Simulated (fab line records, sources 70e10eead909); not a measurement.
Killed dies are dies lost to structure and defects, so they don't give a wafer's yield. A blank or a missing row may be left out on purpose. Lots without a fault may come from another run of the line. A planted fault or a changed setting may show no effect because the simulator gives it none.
fab line records | flow nand_harc | part 2 of 2: steps 24 to 24 of 24
record lots=6 wafers=18 last_day=33
route steps=1302 shown A_M0@1166 A_M1@1169 END@1302
lots that met no fault: from a run of the same line without faults
start_h: hours from the record's first day to the start of the lot's first wafer shown | wait_h: hours since the lot's step before | " the same as in the row above | L1.1+2: a row that stands for several wafers | - no value, or no start given | * or withheld: withheld | < > ~ a bound
route shown NAME@n: a module of which the file shows steps, and the number in the route of the first | usual: mean/standard deviation of fault-free wafers | same: alike in all rows | chamber/n: place in a boat | sites: the reading at each site | _std_site: their standard deviation | _edge_site: outer sites' mean less inner sites' | radius_mm: how far each site lies from the wafer's centre | mask NAME#n: copy n | behind: the tool/chamber that last shaped the wafer | hold: why the lot was held/for how many hours/how that ended | device: the transistor (n, p or np) that didn't switch | end of line: the same wafers' tests at the end of the route | a step without rows: its recipe alone | killed: dies lost to structure and defects at the first sort, not the wafer's yield | map: a wafer's dies, x killed, . not, _ none there
set.NAME: the setting as run; set.NAME@STEP: as run at that earlier step | model.NAME: the simulator's own value behind a step, which no gauge read
lots at some steps of the route; a table a step, a row a wafer
services: from which hour (start_h, from the record's first day; less than 0 if before it) a tool's chamber was out of use, for how many hours, and why
## steps
# step NHARC_END_SORT_01
# recipe temp_c=25
# usual defect_limited_yield=91.4/2.9 killed_at_array=54/20 killed_at_other=0.9/1.1 killed_at_periphery=3.8/2.4 killed_dies=58/20 killed_open=3.5/1.9 killed_short=2.5/1.6 sort_bin_2_pct=3.1/1.2 sort_bin_3_pct=0.6/0.39 sort_bin_4_pct=4.9/1.7 sort_n_pass=619/20 sort_rim_yield_pct=91/4.3 sort_yield_pct=91.4/2.9
# same gross_dies=677 sort_bin_5_pct[%]=0 sort_bin_6_pct[%]=0 sort_bin_7_pct[%]=0 sort_bin_8_pct[%]=0 sort_rim_n_gross=106.00
# columns lot.wafer tool chamber start_h wait_h defect_limited_yield[%] killed_at_array killed_at_other killed_at_periphery killed_dies killed_open killed_short sort_bin_2_pct[%] sort_bin_3_pct[%] sort_bin_4_pct[%] sort_n_pass sort_rim_yield_pct[%] sort_yield_pct[%]
L963.1 prober-02 0 576.26 2.5 90.3 62 1 3 66 2 2 3.8 0 5.9 611 83 90.3
L963.2 prober-02 0 577.07 2.8 87.3 77 1 8 86 6 1 3.2 0.9 8.6 591 93 87.3
L963.6 prober-02 0 580.29 4.0 91.7 52 1 3 56 2 1 3.0 0.7 4.6 621 85 91.7
L962.2 prober-01 0 577.09 2.8 95.7 27 0 2 29 1 2 1.5 0.6 2.2 648 92 95.7
L962.3 prober-01 0 577.90 3.1 93.8 38 2 2 42 7 5 1.5 0.3 4.4 635 92 93.8
L962.5 prober-01 0 579.52 3.7 93.6 41 0 2 43 1 3 2.2 0.1 4.0 634 98 93.6
L973.2 prober-02 0 664.77 2.8 90.4 63 0 2 65 2 5 2.8 0.6 6.2 612 89 90.4
L973.5 prober-02 0 667.17 3.7 91.4 54 0 4 58 5 1 3.0 0.9 4.7 619 89 91.4
L973.6 prober-02 0 667.97 4.0 92.0 54 0 0 54 4 2 4.0 0.1 3.8 623 95 92.0
L974.2 prober-02 0 682.77 2.8 94.4 35 0 3 38 3 2 1.3 0.6 3.7 639 91 94.4
L974.5 prober-02 0 685.21 3.7 91.1 54 2 4 60 4 2 3.4 0.6 4.9 617 94 91.1
L974.6 prober-02 0 686.02 4.1 93.1 37 1 9 47 3 4 1.6 0.4 4.9 630 89 93.1
L983.2 prober-01 0 771.47 2.8 92.8 43 1 5 49 3 0 3.0 0.6 3.7 628 96 92.8
L983.4 prober-01 0 773.05 3.4 91.7 47 2 7 56 3 4 3.1 0.6 4.6 621 91 91.7
L983.6 prober-01 0 774.63 3.9 91.0 54 1 6 61 5 3 3.0 0.7 5.3 616 92 91.0
L985.2 prober-01 0 798.02 2.8 91.3 58 1 0 59 2 5 2.1 1.0 5.6 618 90 91.3
L985.3 prober-01 0 798.81 3.1 89.4 69 0 3 72 2 6 4.0 0.7 5.9 605 92 89.4
L985.6 prober-01 0 801.17 3.9 90.0 60 1 7 68 5 2 3.4 1.2 5.5 609 87 90.0
# killed by level:class
L963.1 A_CHANNEL_HOLE_D2:chamber_film_flake=31 A_SLIT:chamber_film_flake=12 A_CONTACT:chamber_film_flake=7 A_CHANNEL_HOLE_D1:chamber_film_flake=3 A_M1:chamber_film_flake=3 P_M0:geometric_particle:open=1 A_ONON_D1:geometric_particle:open=1 A_CHANNEL_FILL_D1:geometric_particle:short=1
L963.2 A_CHANNEL_HOLE_D2:chamber_film_flake=28 A_SLIT:chamber_film_flake=22 A_SGD_CUT:chamber_film_flake=6 P_GATE:chamber_film_flake=4 A_M1:chamber_film_flake=3 A_STAIRCASE:chamber_film_flake=3 A_CHANNEL_HOLE_D1:chamber_film_flake=3 A_CONTACT:chamber_film_flake=3
L962.2 A_SLIT:chamber_film_flake=9 A_CHANNEL_HOLE_D2:chamber_film_flake=8 A_STAIRCASE:chamber_film_flake=4 A_CONTACT:chamber_film_flake=4 P_M1:geometric_particle:short=1 A_CHANNEL_FILL_D1:geometric_particle:short=1 A_DECK1_JOINT:geometric_particle:open=1 P_GATE:chamber_film_flake=1
L962.3 A_SLIT:chamber_film_flake=15 A_STAIRCASE:chamber_film_flake=5 A_CHANNEL_FILL_D2:geometric_particle:open=3 A_CHANNEL_HOLE_D2:chamber_film_flake=3 A_DECK1_JOINT:geometric_particle:short=2 A_M0:geometric_particle:open=2 A_CHANNEL_FILL_D1:chamber_film_flake=2 A_WL_FILL:chamber_film_flake=2
L962.5 A_SLIT:chamber_film_flake=25 A_CHANNEL_HOLE_D2:chamber_film_flake=7 A_STAIRCASE:chamber_film_flake=3 A_CONTACT:chamber_film_flake=3 A_CHANNEL_FILL_D1:geometric_particle:short=2 P_M2:geometric_particle:open=1 A_CHANNEL_FILL_D2:geometric_particle:short=1 P_GATE:chamber_film_flake=1
L963.6 A_CHANNEL_HOLE_D2:chamber_film_flake=27 A_SLIT:chamber_film_flake=8 A_CONTACT:chamber_film_flake=7 A_M1:chamber_film_flake=3 P_GATE:chamber_film_flake=2 P_CONTACT:geometric_particle:short=1 A_ONON_D1:geometric_particle:open=1 A_ONON_D2:geometric_particle:open=1
L973.2 A_CHANNEL_HOLE_D1:chamber_film_flake=23 A_CHANNEL_HOLE_D2:chamber_film_flake=20 A_WL_FILL:geometric_particle:short=3 A_DECK1_JOINT:chamber_film_flake=3 A_CONTACT:chamber_film_flake=3 A_BLC:chamber_film_flake=3 P_GATE:chamber_film_flake=2 A_CHANNEL_FILL_D1:chamber_film_flake=2
L973.5 A_CHANNEL_HOLE_D1:chamber_film_flake=22 A_CHANNEL_HOLE_D2:chamber_film_flake=20 A_DECK1_JOINT:chamber_film_flake=2 A_STAIRCASE:chamber_film_flake=2 A_CONTACT:chamber_film_flake=2 A_BLC:chamber_film_flake=2 P_GATE:geometric_particle:open=1 P_GATE:geometric_particle:short=1
L973.6 A_CHANNEL_HOLE_D1:chamber_film_flake=29 A_CHANNEL_HOLE_D2:chamber_film_flake=7 A_CONTACT:chamber_film_flake=4 A_CHANNEL_FILL_D2:geometric_particle:open=2 A_CHANNEL_FILL_D1:chamber_film_flake=2 A_STAIRCASE:chamber_film_flake=2 A_DECK1_JOINT:geometric_particle:open=1 A_SGD_CUT:geometric_particle:short=1
L974.2 A_SLIT:chamber_film_flake=10 A_STAIRCASE:chamber_film_flake=6 A_WL_FILL:chamber_film_flake=5 A_CONTACT:chamber_film_flake=5 A_CHANNEL_HOLE_D2:geometric_particle:short=2 P_M0:chamber_film_flake=2 A_CHANNEL_HOLE_D1:chamber_film_flake=2 A_ONON_D1:geometric_particle:open=1
L974.5 A_SLIT:chamber_film_flake=32 P_M0:chamber_film_flake=3 A_ZERO_WELL:chamber_film_flake=3 A_STAIRCASE:chamber_film_flake=3 A_SGD_CUT:chamber_film_flake=3 A_WL_FILL:chamber_film_flake=3 A_CONTACT:chamber_film_flake=3 A_CHANNEL_HOLE_D1:chamber_film_flake=2
L974.6 A_SLIT:chamber_film_flake=13 P_M0:chamber_film_flake=5 A_SGD_CUT:chamber_film_flake=5 A_WL_FILL:chamber_film_flake=4 P_ZERO_WELL:chamber_film_flake=3 A_STAIRCASE:chamber_film_flake=3 A_CONTACT:chamber_film_flake=3 A_CHANNEL_FILL_D2:geometric_particle:short=2
L983.2 A_CHANNEL_HOLE_D2:chamber_film_flake=26 A_CHANNEL_HOLE_D1:chamber_film_flake=9 A_SLIT:chamber_film_flake=4 P_ZERO_WELL:chamber_film_flake=3 A_STAIRCASE:chamber_film_flake=2 P_STI:geometric_particle:open=1 A_SOURCE_PLATE:geometric_particle:open=1 A_CHANNEL_FILL_D2:geometric_particle:open=1
L983.4 A_CHANNEL_HOLE_D2:chamber_film_flake=23 A_CHANNEL_HOLE_D1:chamber_film_flake=8 P_GATE:chamber_film_flake=4 A_SLIT:chamber_film_flake=3 A_CONTACT:chamber_film_flake=3 A_CHANNEL_FILL_D2:geometric_particle:short=2 A_ZERO_WELL:chamber_film_flake=2 THIN_TSV:chamber_film_flake=2
L983.6 A_CHANNEL_HOLE_D2:chamber_film_flake=25 A_CHANNEL_HOLE_D1:chamber_film_flake=12 A_SLIT:chamber_film_flake=4 P_M0:chamber_film_flake=2 A_WL_FILL:chamber_film_flake=2 P_M1:geometric_particle:open=1 A_CHANNEL_HOLE_D1:geometric_particle:short=1 A_DECK1_JOINT:geometric_particle:open=1
L985.2 A_CHANNEL_HOLE_D1:chamber_film_flake=21 A_SLIT:chamber_film_flake=14 A_CONTACT:chamber_film_flake=11 A_CHANNEL_HOLE_D2:chamber_film_flake=4 A_CHANNEL_FILL_D2:geometric_particle:short=2 A_CHANNEL_FILL_D1:geometric_particle:short=1 A_WL_FILL:geometric_particle:open=1 A_WL_FILL:geometric_particle:short=1
L985.3 A_SLIT:chamber_film_flake=35 A_CHANNEL_HOLE_D1:chamber_film_flake=10 A_CONTACT:chamber_film_flake=10 A_CHANNEL_HOLE_D2:chamber_film_flake=4 A_STAIRCASE:chamber_film_flake=3 A_CHANNEL_FILL_D2:geometric_particle:short=2 P_GATE:geometric_particle:short=1 P_CONTACT:geometric_particle:short=1
L985.6 A_CHANNEL_HOLE_D1:chamber_film_flake=19 A_CONTACT:chamber_film_flake=19 A_SLIT:chamber_film_flake=11 A_CHANNEL_HOLE_D2:chamber_film_flake=5 A_M1:geometric_particle:open=2 P_STI:geometric_particle:open=1 P_STI:geometric_particle:short=1 P_M1:geometric_particle:open=1
## services
# columns tool chamber start_h hours kind
rie_diel-12 1 528.96 4.9 repair
rie_diel-04 1 530.65 3.1 repair
rie_diel-04 - 531.90 9.0 pm
rie_diel-04 3 561.24 5.2 repair
pecvd-03 - 565.96 13.0 pm
rie_diel-10 3 595.31 17.3 repair
rie_diel-10 - 598.02 9.0 pm
rie_diel-12 - 622.40 9.0 pm
rie_diel-04 3 628.33 9.4 repair
pecvd-04 - 631.51 13.0 pm
rie_diel-04 3 640.14 9.6 repair
rie_diel-04 - 644.34 0.8 repair
pecvd-01 - 673.25 13.0 pm
rie_diel-10 - 685.05 0.4 repair
rie_diel-10 0 687.42 1.5 repair
pecvd-01 - 699.31 1.6 repair
rie_diel-04 - 708.90 9.0 pm
pecvd-03 1 714.95 2.0 repair
rie_diel-12 3 716.63 2.9 repair
rie_diel-10 - 722.77 0.7 repair
rie_diel-12 0 725.34 7.8 repair
rie_diel-12 1 740.13 10.0 repair
rie_diel-12 0 752.24 5.0 repair
rie_diel-10 2 754.64 2.0 repair
